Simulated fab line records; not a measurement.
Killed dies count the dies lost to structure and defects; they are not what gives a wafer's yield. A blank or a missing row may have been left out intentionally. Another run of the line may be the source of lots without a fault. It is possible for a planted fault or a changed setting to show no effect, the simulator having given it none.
Chamber matching | flow n5 finfet | N5_BEOL_M14_STRIP_37 on rie diel-06 has 4 sister chambers
The step strips in O2. 4 wafers are shown with their chamber, then 10 later ones without.

EACH WAFER AND ITS CHAMBER
wafer  | chamber | drypump motor current A (A)
L093.3 | 1       | 6.1
L093.5 | 3       | 5.8
L094.1 | 0       | 6.1
L094.2 | 2       | 5.1

WAFERS WHOSE CHAMBER IS MISSING
wafer  | drypump motor current A (A)
L094.3 | 5.7
L094.4 | 6.1
L094.5 | 5.7
L094.6 | 6.1
L096.1 | 6.1
L096.2 | 6.1
L096.3 | 5.8
L096.4 | 6.1
L096.5 | 5.8
L096.6 | 6.1

WHICH CHAMBER EACH ONE RAN IN
wafer  | from the rows above     | in truth
L094.3 | 3                       | 3
L094.4 | can't be placed: 0 or 1 | 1
L094.5 | 3                       | 3
L094.6 | can't be placed: 0 or 1 | 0
L096.1 | can't be placed: 0 or 1 | 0
L096.2 | can't be placed: 0 or 1 | 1
L096.3 | 3                       | 3
L096.4 | can't be placed: 0 or 1 | 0
L096.5 | 3                       | 3
L096.6 | can't be placed: 0 or 1 | 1
Placed correctly: 4 of 10. From these rows, 6 cannot be placed; in 6 the true chamber is one of the candidates. Wrongly placed: 0.
How it was worked out, from the rows above alone: a wafer's distance from a chamber is the root of the sum, over the readings, of the square of ((its reading less the chamber's mean) divided by the reading's scatter). The wafer belongs to the nearest chamber; if the next one is less than 2 further off, it can't be placed. For every chamber, the mean is computed from those of its wafers that are shown. The scatter (one wafer shown for each chamber): square how far every hidden wafer sits from the nearest shown wafer, average those squares and take the square root.
